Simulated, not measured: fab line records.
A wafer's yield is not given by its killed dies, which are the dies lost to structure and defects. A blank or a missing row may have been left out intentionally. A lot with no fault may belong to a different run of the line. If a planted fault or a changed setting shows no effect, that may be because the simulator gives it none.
Matching of chambers    flow nand harc    3 sister chambers for NHARC_A_STAIRCASE_DEP_301 on pecvd-01
The step deposits SiON, target thk 30 nm. 33 wafers are shown with their chamber, then 12 later ones without.

## WAFERS, EACH WITH ITS CHAMBER
wafer   chamber  heater power w (W)
L075.2  0        817
L075.3  2        723
L075.4  0        825
L078.2  0        850
L078.5  2        706
L078.6  1        676
L076.2  1        580
L076.5  0        810
L076.6  2        724
L081.1  2        639
L081.2  0        747
L081.5  1        680
L084.4  1        642
L084.5  2        668
L084.6  0        846
L082.1  0        874
L082.2  2        699
L082.5  0        870
L088.1  1        643
L088.4  1        668
L088.5  0        746
L088.2  0        776
L088.3  2        674
L088.6  2        677
L087.1  1        649
L087.3  2        695
L087.5  2        693
L090.2  2        706
L090.3  0        848
L090.5  0        836
L089.1  1        685
L089.3  2        692
L089.6  1        687

SIGNATURES (means of the wafers above)
reading         chamber 0  chamber 1  chamber 2  scatter within a chamber
heater power w  820.42     656.67     691.33     34.8
Rule: a wafer lies at a distance from a chamber equal to the root of the sum of squares, over the readings, of (its reading less the chamber's mean, divided by the reading's scatter). If the next closest chamber is less than 2 further off than the closest, the wafer can't be placed; otherwise it belongs to the closest. How the scatter is found: for the shown wafers, subtract from each reading the mean of its chamber, square and add these, divide the total by (wafers less chambers), then take the root.

## WAFERS WITH NO CHAMBER GIVEN
wafer   heater power w (W)
L091.1  617
L091.2  601
L091.3  723
L094.2  692
L094.4  686
L094.5  758
L095.3  799
L095.4  775
L095.5  650
L093.1  856
L093.3  583
L093.6  858

## EACH ONE'S CHAMBER
wafer   from the rows above           in truth
L091.1  can't be placed: 1 or 2       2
L091.2  can't be placed: 1 or 2       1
L091.3  can't be placed: 2 or 1 or 0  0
L094.2  can't be placed: 2 or 1       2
L094.4  can't be placed: 2 or 1       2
L094.5  can't be placed: 0 or 2 or 1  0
L095.3  0                             0
L095.4  can't be placed: 0 or 2       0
L095.5  can't be placed: 1 or 2       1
L093.1  0                             0
L093.3  can't be placed: 1 or 2       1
L093.6  0                             0
Placed correctly: 3 of 12. From these rows, 9 cannot be placed; in 9 the true chamber is one of the candidates. Wrongly placed: 0.
